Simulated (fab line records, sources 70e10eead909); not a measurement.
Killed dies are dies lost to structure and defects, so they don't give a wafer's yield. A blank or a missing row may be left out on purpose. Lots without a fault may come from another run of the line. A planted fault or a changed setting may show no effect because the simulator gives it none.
Chamber matching | flow nand_harc | NHARC_A_BONDPAD_CMP_29 on cmp-01: 4 sister chambers
The step polishes SiCN, target thk 200 nm. 4 wafers are shown with their chamber, then 7 later ones without.

WAFERS WITH THEIR CHAMBER
wafer  | chamber | motor_current_A (A)
L136.5 | 2       | 11.8
L140.1 | 3       | 14.8
L141.3 | 0       | 12.1
L141.4 | 1       | 15.4

WAFERS WITHOUT THEIR CHAMBER
wafer  | motor_current_A (A)
L141.5 | 12.6
L139.1 | 12.4
L139.2 | 12.6
L139.3 | 14.1
L146.1 | 15.5
L146.4 | 11.8
L146.6 | 12.7

WHICH CHAMBER EACH WENT THROUGH
wafer  | from the rows above     | in truth
L141.5 | can't be placed: 0 or 2 | 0
L139.1 | can't be placed: 0 or 2 | 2
L139.2 | can't be placed: 0 or 2 | 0
L139.3 | can't be placed: 3 or 1 | 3
L146.1 | can't be placed: 1 or 3 | 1
L146.4 | can't be placed: 2 or 0 | 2
L146.6 | can't be placed: 0 or 2 | 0
Placed correctly: 0 of 7. Can't be placed from these rows: 7 (the true chamber is among the candidates in 7). Placed wrongly: 0.
How it was worked out, from the rows above alone: a wafer's distance from a chamber is the root of the sum, over the readings, of the square of ((its reading less the chamber's mean) divided by the reading's scatter). The wafer belongs to the nearest chamber; if the next one is less than 2 further off, it can't be placed. A chamber's mean is the mean of its shown wafers. The scatter: with one shown wafer a chamber, the root of the mean of the squares of how far each hidden wafer lies from its nearest shown one.
